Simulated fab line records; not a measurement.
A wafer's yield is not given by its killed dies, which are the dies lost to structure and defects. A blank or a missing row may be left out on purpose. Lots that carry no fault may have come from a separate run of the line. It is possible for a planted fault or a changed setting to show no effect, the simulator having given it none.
fab line records	flow n5_finfet
[record] lots = 7	wafers = 21
route steps=1938 shown MOL_CONTACT_COAG@566 BEOL_M0_SAQP@636 BEOL_M1@814 BEOL_M2@890
start_h: hours from the record's opening day to when the first of the lot's shown wafers began	wait_h: time in hours since the lot's previous step	" unchanged from the row above	L1.1+2: one row covering several wafers at once	- no value, or no start was given	* or withheld: withheld	< > ~ a bound
route shown NAME@n: NAME is a module with steps in the file, n the number in the route of the first one	usual: mean/standard deviation of fault-free wafers	same: alike in all rows	chamber/n: place in a boat	sites: each site's reading	_std_site: standard deviation of those values	_edge_site: the outer-site mean with the inner-site mean subtracted	radius_mm: how far each site lies from the wafer's centre	mask NAME#n: copy n	behind: the last tool/chamber to shape the wafer	hold: what put the lot on hold/how long, in hours/how the hold closed	device: which transistor (n, p or np) failed to switch	end of line: the tests these same wafers got at the end of their route	where a step has no rows: the recipe by itself	killed: count of dies lost to structure and defects at first sort (not the wafer's yield)	map: the dies of a wafer, with x for killed, . for not killed, _ for no die there
set.NAME: the setting the step ran with; set.NAME@STEP: the setting that earlier step ran with	model.NAME: the simulator's own value behind a step, which no gauge read
lots where settings were altered on purpose, with a table for each step and a row for each wafer
[[steps]]
[step N5_MOL_CONTACT_COAG_COAT_77]
[recipe] resist = underlayer	temp_c = 205	time_s = 60	spin_rpm = 1500	resist_thk_nm = 10
lot.wafer	tool	chamber	start_h	wait_h	set.spin_rpm	model.underlayer_of_MOL_CONTACT_COAG_COAT_77.thk_nm
L081.1	litho_track-04	0	-	-	1500	10
L081.2+3	"	0	"	"	1622	9.6
L082.2+4+6	litho_track-03	0	-	-	1500	10
L083.3+6	litho_track-04	0	-	-	1500	10
L083.4	"	0	"	"	1344	10.6
L086.1	litho_track-05	0	-	-	1500	10
L086.2+3	"	0	"	"	1354	10.6
L087.1+2+3	litho_track-05	0	-	-	1500	10
L088.1+4+6	litho_track-04	0	-	-	1500	10
L090.2+4+6	litho_track-03	0	-	-	1500	10
[step N5_MOL_CONTACT_COAG_COAT_78]
[recipe] resist = CAR-EUV	spin_rpm = 1500	resist_thk_nm = 40
[step N5_MOL_CONTACT_COAG_EBR_80]
[recipe] solvent = PGMEA	ebr_width_mm = 1.5
[step N5_MOL_CONTACT_COAG_DESCUM_88]
[recipe] chemistry = O2	time_s = 7	source_power_w = 50	bias_power_w = 20	pressure_mtorr = 20	rf_frequency_hz = 2.712e+07	temp_c = 40	resist = CAR-EUV	o2_flow_sccm = 225
[step N5_MOL_CONTACT_COAG_ETCH_89]
[recipe] chemistry = N2/H2	target = underlayer	target_depth_a = 130	mask_material = CAR-EUV	time_s = 10.4	ion_energy_ev = 200	pressure_mtorr = 30	source_w = 840	bias_w = 150	n2_flow_sccm = 200	h2_flow_sccm = 200	ends = cleared
lot.wafer	tool	chamber	start_h	wait_h	set.spin_rpm@MOL_CONTACT_COAG_COAT_77	model.CAR-EUV_of_MOL_CONTACT_COAG_COAT_78.thk_nm	model.etch.depth_nm
L081.1	rie_diel-01	1	151.08	0.0	1500	24.6	9.974
L081.2	"	0	"	"	1622	25	9.616
L081.3	"	3	"	"	1622	25	9.587
L082.2	rie_diel-01	1	154.03	0.0	1500	24.6	9.964
L082.4	"	2	"	"	1500	24.6	9.979
L082.6	"	1	"	"	1500	24.6	9.988
L083.3	rie_diel-03	0	155.54	0.0	1500	24.6	9.949
L083.4	"	1	"	"	1344	24	10.55
L083.6	"	0	"	"	1500	24.8	10
L086.1	rie_diel-03	0	182.04	0.0	1500	24.8	9.986
L086.2	"	3	"	"	1354	24	10.53
L086.3	"	2	"	"	1354	24	10.51
L087.1	rie_diel-01	2	184.04	0.0	1500	24.6	10.04
L087.2+3	"	3,1	"	"	1500	24.4	10.02
L088.1	rie_diel-01	0	191.23	0.0	1500	24.6	9.977
L088.4	"	2	"	"	1500	24.6	10.01
L088.6	"	0	"	"	1500	24.6	10.02
L090.2	rie_diel-03	0	201.04	0.0	1500	24.6	10.02
L090.4	"	1	"	"	1500	24.6	9.991
L090.6	"	1	"	"	1500	24.8	9.991
[step N5_MOL_CONTACT_COAG_ETCH_90]
[recipe] chemistry = CF4	target = SiARC	target_depth_a = 130	mask_material = CAR-EUV	time_s = 21.7	ion_energy_ev = 80	pressure_mtorr = 40	source_w = 545	bias_w = 36	Ar_flow_sccm = 100	cf4_flow_sccm = 100	ends = cleared
lot.wafer	tool	chamber	start_h	wait_h	set.spin_rpm@MOL_CONTACT_COAG_COAT_76	model.etch.depth_nm
L081.1	rie_diel-01	1	151.10	0.0	1500	10.02
L081.2	"	0	"	"	1500	10.05
L081.3	"	3	"	"	1500	10
L082.2	rie_diel-01	1	154.05	0.0	1500	9.972
L082.4	"	2	"	"	1500	9.999
L082.6	"	1	"	"	1500	9.994
L083.3	rie_diel-03	0	155.56	0.0	1363	10.48
L083.4	"	1	"	"	1500	10
L083.6	"	0	"	"	1363	10.44
L086.1	rie_diel-03	0	182.06	0.0	1500	10.02
L086.2	"	3	"	"	1500	10.01
L086.3	"	2	"	"	1500	9.998
L087.1	rie_diel-01	2	184.06	0.0	1500	10.02
L087.2	"	3	"	"	1357	10.55
L087.3	"	1	"	"	1357	10.53
L088.1	rie_diel-01	0	191.25	0.0	1389	10.4
L088.4	"	2	"	"	1500	9.978
L088.6	"	0	"	"	1500	10.02
L090.2	rie_diel-03	0	201.06	0.0	1384	10.41
L090.4	"	1	"	"	1500	10.03
L090.6	"	1	"	"	1384	10.43
[step N5_BEOL_M0_SAQP_PECVD_96]
[recipe] material = a-Si	target_thk_a = 450	temp_c = 350	precursor = SiH4/He	pressure_torr = 3	rf_w = 100	time_s = 45.2
lot.wafer	tool	chamber	start_h	wait_h	set.time_s	model.a-Si_of_BEOL_M0_SAQP_PECVD_96.thk_nm
L081.1	pecvd-04	2	159.62	0.0	45.2	44.4
L081.2	"	1	"	"	38.49	38.8
L081.3	"	0	"	"	45.2	44.6
L082.2+4	pecvd-02	2	162.96	0.0	45.2	45.6
L082.6	"	0	"	"	45.2	46.2
L083.3	pecvd-02	0	165.71	0.0	45.2	45.6
L083.4+6	"	1,2	"	"	51.45	51.8
L086.1	pecvd-01	1	192.59	0.0	45.2	44.4
L086.2	"	2	"	"	45.2	45.2
L086.3	"	0	"	"	45.2	44.6
L087.1	pecvd-01	2	193.63	0.0	45.2	45
L087.2	"	1	"	"	42.88	41.8
L087.3	"	0	"	"	42.88	41.6
L088.1	pecvd-02	1	200.20	0.0	45.2	44.6
L088.4	"	1	"	"	45.2	44.8
L088.6	"	0	"	"	45.2	45.4
L090.2	pecvd-04	0	212.10	0.0	45.2	44.4
L090.4	"	2	"	"	45.2	44
L090.6	"	1	"	"	49.6	50
[step N5_BEOL_M0_SAQP_DEVELOP_13]
[recipe] develop_time_s = 30	developer = TMAH	resist = CAR-ArF	dev_temp_c = 23	rinse_liquid = diw	dry = air_spin
lot.wafer	tool	chamber	start_h	wait_h	set.develop_time_s
L081.1	litho_track-02	0	-	-	27.05
L081.2+3	"	0	"	"	30
L082.2+4+6	litho_track-04	0	-	-	30
L083.3	litho_track-04	0	-	-	34.97
L083.4+6	"	0	"	"	30
L086.1+2+3	litho_track-04	0	-	-	30
L087.1+2	litho_track-02	0	-	-	34.2
L087.3	"	0	"	"	30
L088.1+4	litho_track-04	0	-	-	34.23
L088.6	"	0	"	"	30
L090.2+4	litho_track-01	0	-	-	35.84
L090.6	"	0	"	"	30
[step N5_BEOL_M0_SAQP_ETCH_101]
[recipe] chemistry = CH3F/O2	target = SiNx	mask_material = SiO2	target_depth_a = 299	time_s = 42.7	pressure_mtorr = 30	source_w = 395	bias_w = 73	Ar_flow_sccm = 150	CH3F_flow_sccm = 30	O2_flow_sccm = 20	ion_energy_ev = 120
[step N5_BEOL_M0_SAQP_ETCH_102]
[recipe] chemistry = CF4	target = SiO2	target_depth_a = 40	ion_energy_ev = 350	time_s = 4.4	pressure_mtorr = 10	icp_w = 800	bias_w = 400	cf4_flow_sccm = 80
[step N5_BEOL_M0_SAQP_MANDREL_ETCH_103]
[recipe] chemistry = HBr/Cl2	target = a-Si	target_depth_a = 450	bt_time_s = 10	stop_on = SiCN	mask_material = SiO2	over_etch_frac = 0.8	time_s = 27	pressure_mtorr = 10	icp_w = 800	bias_w = 75	HBr_flow_sccm = 150	Cl2_flow_sccm = 80	ends = end_point
[usual] oes_product_au = 0.685/0.01
lot.wafer	tool	chamber	start_h	wait_h	set.time_s@BEOL_M0_SAQP_PECVD_96	oes_product_au	model.etch.depth_nm
L081.1	rie_si-06	1	162.02	0.0	45.2	0.681	44.4
L081.2	"	0	"	"	38.49	0.623	38.84
L081.3	"	2	"	"	45.2	0.666	44.61
L082.2	rie_si-04	0	165.64	0.0	45.2	0.679	45.55
L082.4	"	2	"	"	45.2	0.699	45.6
L082.6	"	3	"	"	45.2	0.698	46.2
L083.3	rie_si-06	0	169.55	0.0	45.2	0.684	45.69
L083.4	"	2	"	"	51.45	0.728	51.76
L083.6	"	1	"	"	51.45	0.767	51.84
L086.1	rie_si-06	0	194.95	0.0	45.2	0.678	44.42
L086.2	"	3	"	"	45.2	0.682	45.27
L086.3	"	2	"	"	45.2	0.672	44.52
L087.1	rie_si-04	1	196.21	0.0	45.2	0.694	45
L087.2	"	2	"	"	42.88	0.666	41.71
L087.3	"	0	"	"	42.88	0.651	41.66
L088.1	rie_si-04	3	203.23	0.0	45.2	0.676	44.69
L088.4	"	0	"	"	45.2	0.678	44.86
L088.6	"	2	"	"	45.2	0.699	45.4
L090.2	rie_si-06	3	214.61	0.0	45.2	0.663	44.34
L090.4	"	1	"	"	45.2	0.686	44.01
L090.6	"	2	"	"	49.6	0.714	49.98
[step N5_BEOL_M0_SAQP_RECESS_104]
[recipe] chemistry = HF/NH3	target = SiO2	target_depth_a = 180	afs_cycles = 3	temp_c = 30	sublimation_temp_c = 180	sublimation_time_s = 60
[step N5_BEOL_M0_SAQP_COAT_105]
[recipe] resist = SOC	temp_c = 250	time_s = 60	spin_rpm = 1500	resist_thk_nm = 100
[step N5_BEOL_M0_SAQP_STRIP_108]
[recipe] chemistry = N2/H2	power_w = 500	temp_c = 40	pressure_mtorr = 50	rf_frequency_hz = 6e+07	overash_fraction = 0.3	bias_power_w = 28	h2_frac = 0.5	n2_flow_sccm = 300	h2_flow_sccm = 300
[step N5_BEOL_M0_SAQP_RECESS_109]
[recipe] chemistry = HF/NH3	target = SiO2	target_depth_a = 30	afs_cycles = 1	temp_c = 30	sublimation_temp_c = 180	sublimation_time_s = 60
[step N5_BEOL_M0_SAQP_SPACER2_ALD_26]
[recipe] material = SiO2	target_thk_a = 150	temp_c = 300	ald_precursor_family = BDEAS	ald_co_reactant = O2-plasma	pulse_time_s = 1	purge_time_s = 2	co_reactant_purge_time_s = 2	pressure_torr = 2
lot.wafer	tool	chamber	start_h	wait_h	set.time_s@BEOL_M0_SAQP_PECVD_96	model.a-Si_of_BEOL_M0_SAQP_PECVD_96.thk_nm
L081.1	ald_sin-01	2	163.12	0.1	45.2	43.6
L081.2	"	3	"	"	38.49	38.2
L081.3	"	0	"	"	45.2	43.8
L082.2+4	ald_sin-01	3,2	167.13	0.8	45.2	44.8
L082.6	"	0	"	"	45.2	45.4
L083.3	ald_sin-01	3	170.94	0.1	45.2	45
L083.4+6	"	3,2	"	"	51.45	51
L086.1	ald_sin-02	1	196.00	0.1	45.2	43.6
L086.2	"	2	"	"	45.2	44.6
L086.3	"	3	"	"	45.2	43.8
L087.1	ald_sin-04	2	197.05	0.1	45.2	44.2
L087.2	"	0	"	"	42.88	41
L087.3	"	1	"	"	42.88	40.8
L088.1	ald_sin-04	2	204.18	0.1	45.2	44
L088.4	"	1	"	"	45.2	44.2
L088.6	"	0	"	"	45.2	44.6
L090.2	ald_sin-02	1	215.46	0.1	45.2	43.6
L090.4	"	1	"	"	45.2	43.2
L090.6	"	0	"	"	49.6	49.2
[step N5_BEOL_M0_SAQP_DESCUM_45]
[recipe] chemistry = O2	time_s = 7	source_power_w = 50	bias_power_w = 20	pressure_mtorr = 20	rf_frequency_hz = 2.712e+07	temp_c = 40	resist = CAR-EUV	o2_flow_sccm = 225
lot.wafer	tool	chamber	start_h	wait_h	set.time_s	model.CAR-EUV_of_BEOL_M0_SAQP_COAT_34.thk_nm
L081.1+2	rie_diel-02	0,3	164.29	0.0	6.252	26.6
L081.3	"	1	"	"	7	26
L082.2+6	rie_diel-02	1,0	168.33	0.0	7	26
L082.4	"	3	"	"	7	26.2
L083.3+6	rie_diel-02	0	172.50	0.4	7	26
L083.4	"	3	"	"	7	26.2
L086.1	rie_diel-02	0	197.30	0.0	7	26
L086.2	"	1	"	"	7.898	25.6
L086.3	"	2	"	"	7	26.2
L087.1	rie_diel-06	3	198.37	0.2	7.588	25.6
L087.2+3	"	2,0	"	"	7	26
L088.1+4+6	rie_diel-06	0,0,2	205.36	0.0	6.408	26.2
L090.2	rie_diel-06	0	216.64	0.0	7	26.2
L090.4	"	0	"	"	7	26
L090.6	"	2	"	"	8.063	25.6
[step N5_BEOL_M0_SAQP_CUT_ETCH_46]
[recipe] chemistry = N2/H2	target = SOC	target_depth_a = 1350	overetch_a = 270	temp_c = 40	time_s = 202.5	ion_energy_ev = 200	mask_material = SiARC	pressure_mtorr = 30	source_w = 840	bias_w = 150	n2_flow_sccm = 200	h2_flow_sccm = 200
lot.wafer	tool	chamber	start_h	wait_h	set.time_s	model.SiARC_of_BEOL_M0_SAQP_COAT_72.thk_nm
L081.1+3	rie_diel-02	0,1	164.38	0.0	202.5	5
L081.2	"	3	"	"	202.5	4.4
L082.2+6	rie_diel-02	1,0	168.42	0.0	202.5	5
L082.4	"	3	"	"	202.5	4.4
L083.3	rie_diel-02	0	172.58	0.0	234.3	3.6
L083.4	"	3	"	"	234.3	2.8
L083.6	"	0	"	"	202.5	5.2
L086.1+2	rie_diel-02	0,1	197.38	0.0	190.2	5.8
L086.3	"	2	"	"	202.5	5.6
L087.1+3	rie_diel-06	3,0	198.45	0.0	163.3	6.8
L087.2	"	2	"	"	202.5	5.4
L088.1+4	rie_diel-06	0	205.44	0.0	202.5	4.8
L088.6	"	2	"	"	202.5	5.6
L090.2	rie_diel-06	0	216.72	0.0	202.5	5
L090.4	"	0	"	"	161.6	7
L090.6	"	2	"	"	202.5	5.8
[step N5_BEOL_M1_SPUTTER_48]
[recipe] material = Cu	target_thk_a = 45	temp_c = -20	chamber_pressure_pa = 0.07	power_w = withheld	time_s = 8.29
lot.wafer	tool	chamber	start_h	wait_h	set.time_s	model.Cu_of_BEOL_M1_SPUTTER_48.thk_nm
L081.1	pvd_sputter-03	-	180.19	0.2	9.179	-
L081.2	"	-	"	"	9.179	5.2
L081.3	"	-	"	"	8.29	4.8
L082.2	pvd_sputter-02	-	183.91	0.1	8.29	4.2
L082.4	"	-	"	"	8.29	4
L082.6	"	-	"	"	8.29	4.4
L083.3+6	pvd_sputter-03	-	190.25	0.3	8.29	4.6
L083.4	"	-	"	"	8.29	4.4
L086.1	pvd_sputter-02	-	215.04	0.2	8.29	4.2
L086.2+3	"	-	"	"	7.906	-
L087.1+2	pvd_sputter-01	-	219.03	0.1	8.29	4.4
L087.3	"	-	"	"	7.331	4
L088.1	pvd_sputter-03	-	220.90	1.5	8.29	4.8
L088.4	"	-	"	"	8.29	4.6
L088.6	"	-	"	"	9.524	5.4
L090.2	pvd_sputter-03	-	231.17	0.2	9.165	-
L090.4	"	-	"	"	8.29	4.4
L090.6	"	-	"	"	9.165	4.8
[step N5_BEOL_M2_TRENCH_ETCH_37]
[recipe] chemistry = C4F6/O2	target_depth_a = 555.55	target = SiOC	time_s = 29.2	ion_energy_ev = 250	pressure_mtorr = 30	source_w = 355	bias_w = 185	Ar_flow_sccm = 300	C4F6_flow_sccm = 10	O2_flow_sccm = 10
lot.wafer	tool	chamber	start_h	wait_h	set.time_s	model.etch.depth_nm	model.BEOL_M2.feature_depth_nm
L081.1	rie_diel-01	3	-	-	29.2	55.18	55.2
L081.2	"	1	"	"	23.21	42.89	42.8
L081.3	"	0	"	"	23.21	44.73	44.8
L082.2	rie_diel-01	2	-	-	29.2	57.89	57.8
L082.4	"	0	"	"	29.2	56.15	56.2
L082.6	"	1	"	"	29.2	54.48	54.4
L083.3	rie_diel-05	1	-	-	33.6	65.93	66
L083.4	"	2	"	"	29.2	57.87	57.8
L083.6	"	3	"	"	29.2	58.39	58.4
L086.1	rie_diel-01	0	-	-	23.7	45.49	45.4
L086.2	"	3	"	"	23.7	45.61	45.6
L086.3	"	1	"	"	23.7	43.71	43.8
L087.1	rie_diel-03	2	-	-	29.2	56.39	56.4
L087.2	"	0	"	"	29.2	56.95	57
L087.3	"	1	"	"	35.7	69.28	69.2
L088.1	rie_diel-01	2	-	-	29.2	57.34	57.4
L088.4	"	3	"	"	26.58	51.18	51.2
L088.6	"	3	"	"	29.2	55.76	55.8
L090.2	rie_diel-03	0	-	-	29.2	56.71	56.8
L090.4	"	1	"	"	29.2	56.15	56.2
L090.6	"	0	"	"	24.22	47.24	47.2
[step N5_BEOL_M2_ETCH_41]
[recipe] chemistry = CH3F/O2	target = SiCN	target_depth_a = 299	taper_deg = 2	time_s = 52.5	ion_energy_ev = 120	mask_material = TiN	pressure_mtorr = 30	source_w = 395	bias_w = 75	Ar_flow_sccm = 150	CH3F_flow_sccm = 30	O2_flow_sccm = 20
[step N5_BEOL_M2_STRIP_97]
[recipe] chemistry = N2/H2	time_s = 10	power_w = 450	temp_c = 40	pressure_mtorr = 20	rf_frequency_hz = 6e+07	bias_power_w = 7	n2_flow_sccm = 200	h2_flow_sccm = 200
[step N5_BEOL_M2_OCD_MEAS_38]
[usual] trench_depth_nm = 56.6/1.2
lot.wafer	tool	chamber	start_h	wait_h	set.time_s@BEOL_M2_TRENCH_ETCH_37	trench_depth_nm
L081.1	ocd-01	-	196.79	-	29.2	55.3
L081.2	"	-	"	"	23.21	43.0
L081.3	"	-	"	"	23.21	44.7
L082.2	ocd-01	-	197.17	-	29.2	57.4
L082.4	"	-	"	"	29.2	56.6
L082.6	"	-	"	"	29.2	54.5
L083.3	ocd-02	-	202.94	-	33.6	66.4
L083.4	"	-	"	"	29.2	58.1
L083.6	"	-	"	"	29.2	58.6
L086.1	ocd-01	-	224.75	-	23.7	45.2
L086.2	"	-	"	"	23.7	45.4
L086.3	"	-	"	"	23.7	43.6
L087.1	ocd-01	-	224.82	-	29.2	56.3
L087.2	"	-	"	"	29.2	57.2
L087.3	"	-	"	"	35.7	69.0
L088.1	ocd-02	-	227.90	-	29.2	57.6
L088.4	"	-	"	"	26.58	50.9
L088.6	"	-	"	"	29.2	55.6
L090.2	ocd-01	-	246.81	-	29.2	56.6
L090.4	"	-	"	"	29.2	56.1
L090.6	"	-	"	"	24.22	46.6
[step N5_BEOL_M2_HM_STRIP_39]
[recipe] chemistry = peroxide_tin_strip	material = TiN	target_depth_a = 250	temp_c = 50	time_s = 158
[step N5_BEOL_M2_SRD_40]
[recipe] time_s = 30	temp_c = 23	rinse_liquid = diw	dry = ipa_marangoni
[step N5_BEOL_M2_ECD_50]
[recipe] material = Cu	target_thk_a = 3000
[step N5_BEOL_M2_ANNEAL_51]
[recipe] temp_c = 225	time_s = 90	ambient = N2
[step N5_BEOL_M2_CMP_52]
[recipe] stop_on = SiOC	t_overpolish_s = 6.8	down_force_psi = 1	platen_rpm = 50	clearing_platen_down_force_psi = 1.5	clearing_platen_rpm = 50	post_cmp_clean = cu_alkaline	target_thk_nm = 40	clearing_platen_pad_velocity_m_s = 0.99484	pad_velocity_m_s = 0.99484
lot.wafer	tool	chamber	start_h	wait_h	set.time_s@BEOL_M2_TRENCH_ETCH_37	model.Cu_of_BEOL_M2_ECD_50.thk_nm
L081.3	cmp-02	2	199.91	0.2	23.21	29.8
L081.2	"	0	"	"	23.21	28.4
L081.1	"	1	"	"	29.2	41.6
L082.4	cmp-03	3	200.48	0.2	29.2	37.8
L082.2	"	0	"	"	29.2	39.4
L082.6	"	2	"	"	29.2	36.6
L083.3	cmp-02	0	206.64	0.2	33.6	50
L083.4+6	"	1,3	"	"	29.2	42.4
L086.3	cmp-03	1	228.10	0.2	23.7	26.8
L086.1	"	3	"	"	23.7	28.8
L086.2	"	0	"	"	23.7	27.6
L087.1	cmp-01	1	228.30	0.3	29.2	40.6
L087.2	"	2	"	"	29.2	41.8
L087.3	"	3	"	"	35.7	53
L088.1	cmp-01	2	231.76	0.3	29.2	42.2
L088.4	"	1	"	"	26.58	36.2
L088.6	"	2	"	"	29.2	40.4
L090.2	cmp-01	0	250.14	0.2	29.2	40.8
L090.4	"	1	"	"	29.2	40.6
L090.6	"	0	"	"	24.22	31.6
[step N5_BEOL_M2_THK_MEAS_53]
[recipe] thk_meas_gauge = xrf	reads = Cu_of_BEOL_M2_ECD_50
[usual] M2_THK = 40.4/1.8
lot.wafer	tool	chamber	start_h	wait_h	set.time_s@BEOL_M2_TRENCH_ETCH_37	M2_THK[nm]
L081.1	film_metro-02	-	200.21	-	29.2	41.8
L081.2	"	-	"	"	23.21	28.6
L081.3	"	-	"	"	23.21	29.9
L082.2	film_metro-02	-	200.74	-	29.2	39.4
L082.4	"	-	"	"	29.2	37.8
L082.6	"	-	"	"	29.2	36.5
L083.3	film_metro-01	-	206.86	-	33.6	49.4
L083.4	"	-	"	"	29.2	41.9
L083.6	"	-	"	"	29.2	42.1
L086.1	film_metro-01	-	228.39	-	23.7	28.1
L086.2	"	-	"	"	23.7	26.9
L086.3	"	-	"	"	23.7	26.2
L087.1	film_metro-02	-	228.60	-	29.2	40.6
L087.2	"	-	"	"	29.2	41.8
L087.3	"	-	"	"	35.7	52.8
L088.1	film_metro-01	-	232.06	-	29.2	41.7
L088.4	"	-	"	"	26.58	36.0
L088.6	"	-	"	"	29.2	40.0
L090.2	film_metro-01	-	250.44	-	29.2	40.2
L090.4	"	-	"	"	29.2	40.0
L090.6	"	-	"	"	24.22	31.3
[step N5_BEOL_M2_PRE_CLEAN_60]
[recipe] gas = NH3/H2	time_s = 15	temp_c = *	rf_power_w = 300
[step N5_BEOL_M2_CO_CAP_55]
[recipe] material = Co	target_thk_a = 20	temp_c = 200	precursor = CCTBA/H2	pressure_torr = 30	time_s = 102.1
[step N5_BEOL_M2_PRE_CLEAN_56]
[recipe] gas = NH3	time_s = 15	temp_c = withheld	rf_power_w = 300
[step N5_BEOL_M2_DEP_57]
[recipe] material = SiCN	target_thk_a = 80	temp_c = withheld	precursor = 3MS/NH3	pressure_torr = 3	rf_w = 202	time_s = 14
[step N5_BEOL_M2_RS_MEAS_58]
[recipe] thk_meas_gauge = four-point-probe	reads = Co_of_BEOL_M2_CO_CAP_55+Cu_of_BEOL_M2_ECD_50+Co_of_BEOL_M2_CVD_47+TaN_of_BEOL_M2_ALD_84
[usual] M2_RS = 0.66/0.038
lot.wafer	tool	chamber	start_h	wait_h	set.time_s@BEOL_M2_TRENCH_ETCH_37	M2_RS[ohm/sq]
L081.1	film_metro-02	-	200.47	0.0	29.2	0.63
L081.2	"	-	"	"	23.21	1.04
L081.3	"	-	"	"	23.21	0.98
L082.2	film_metro-02	-	201.00	0.1	29.2	0.68
L082.4	"	-	"	"	29.2	0.72
L082.6	"	-	"	"	29.2	0.75
L083.3	film_metro-02	-	207.12	0.1	33.6	0.51
L083.4	"	-	"	"	29.2	0.62
L083.6	"	-	"	"	29.2	0.62
L086.1	film_metro-02	-	228.65	0.0	23.7	1.03
L086.2	"	-	"	"	23.7	1.09
L086.3	"	-	"	"	23.7	1.14
L087.1	film_metro-02	-	228.86	0.0	29.2	0.66
L087.2	"	-	"	"	29.2	0.63
L087.3	"	-	"	"	35.7	0.47
L088.1	film_metro-01	-	232.32	0.0	29.2	0.63
L088.4	"	-	"	"	26.58	0.76
L088.6	"	-	"	"	29.2	0.66
L090.2	film_metro-02	-	250.70	0.1	29.2	0.65
L090.4	"	-	"	"	29.2	0.65
L090.6	"	-	"	"	24.22	0.91
[[key]]
[split] step = N5_MOL_CONTACT_COAG_COAT_77	setting = spin_rpm	stated = 1500	by = wafer
[response] step = N5_MOL_CONTACT_COAG_COAT_77	reading = model.underlayer_of_MOL_CONTACT_COAG_COAT_77.thk_nm	change = -0.057	per = 1%	r = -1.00
[response] step = N5_MOL_CONTACT_COAG_ETCH_89	reading = model.CAR-EUV_of_MOL_CONTACT_COAG_COAT_78.thk_nm	change = +0.0681	per = 1%	r = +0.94
[response] step = N5_MOL_CONTACT_COAG_ETCH_89	reading = model.etch.depth_nm	change = -0.0529	per = 1%	r = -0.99
[split] step = N5_BEOL_M0_SAQP_PECVD_96	setting = time_s	stated = 45.2	by = wafer
[response] step = N5_BEOL_M0_SAQP_PECVD_96	reading = model.a-Si_of_BEOL_M0_SAQP_PECVD_96.thk_nm	change = +0.458	per = 1%	r = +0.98
[response] step = N5_BEOL_M0_SAQP_MANDREL_ETCH_103	reading = oes_product_au	change = +0.00412	per = 1%	r = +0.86
[response] step = N5_BEOL_M0_SAQP_MANDREL_ETCH_103	reading = model.etch.depth_nm	change = +0.455	per = 1%	r = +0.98
[response] step = N5_BEOL_M0_SAQP_SPACER2_ALD_26	reading = model.a-Si_of_BEOL_M0_SAQP_PECVD_96.thk_nm	change = +0.447	per = 1%	r = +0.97
[split] step = N5_BEOL_M0_SAQP_DEVELOP_13	setting = develop_time_s	stated = 30	by = wafer
response none clear
[split] step = N5_BEOL_M0_SAQP_DESCUM_45	setting = time_s	stated = 7	by = wafer
[response] step = N5_BEOL_M0_SAQP_DESCUM_45	reading = model.CAR-EUV_of_BEOL_M0_SAQP_COAT_34.thk_nm	change = -0.041	per = 1%	r = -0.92
[split] step = N5_BEOL_M0_SAQP_CUT_ETCH_46	setting = time_s	stated = 202.5	by = wafer
[response] step = N5_BEOL_M0_SAQP_CUT_ETCH_46	reading = model.SiARC_of_BEOL_M0_SAQP_COAT_72.thk_nm	change = -0.0863	per = 1%	r = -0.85
[split] step = N5_BEOL_M1_SPUTTER_48	setting = time_s	stated = 8.29	by = wafer
[response] step = N5_BEOL_M1_SPUTTER_48	reading = model.Cu_of_BEOL_M1_SPUTTER_48.thk_nm	change = +0.0408	per = 1%	r = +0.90
[split] step = N5_BEOL_M2_TRENCH_ETCH_37	setting = time_s	stated = 29.2	by = wafer
[response] step = N5_BEOL_M2_TRENCH_ETCH_37	reading = model.etch.depth_nm	change = +0.552	per = 1%	r = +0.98
[response] step = N5_BEOL_M2_TRENCH_ETCH_37	reading = model.BEOL_M2.feature_depth_nm	change = +0.553	per = 1%	r = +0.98
[response] step = N5_BEOL_M2_OCD_MEAS_38	reading = trench_depth_nm	change = +0.559	per = 1%	r = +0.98
[response] step = N5_BEOL_M2_CMP_52	reading = model.Cu_of_BEOL_M2_ECD_50.thk_nm	change = +0.551	per = 1%	r = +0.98
[response] step = N5_BEOL_M2_THK_MEAS_53	reading = M2_THK	change = +0.542	per = 1%	r = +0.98
[response] step = N5_BEOL_M2_RS_MEAS_58	reading = M2_RS	change = -0.0124	per = 1%	r = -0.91
split outside_this_file step=N5_MOL_CONTACT_COAG_COAT_76 setting=spin_rpm
// split outside_this_file: this setting was split too, and the file shows its column; the key of that split is in another file
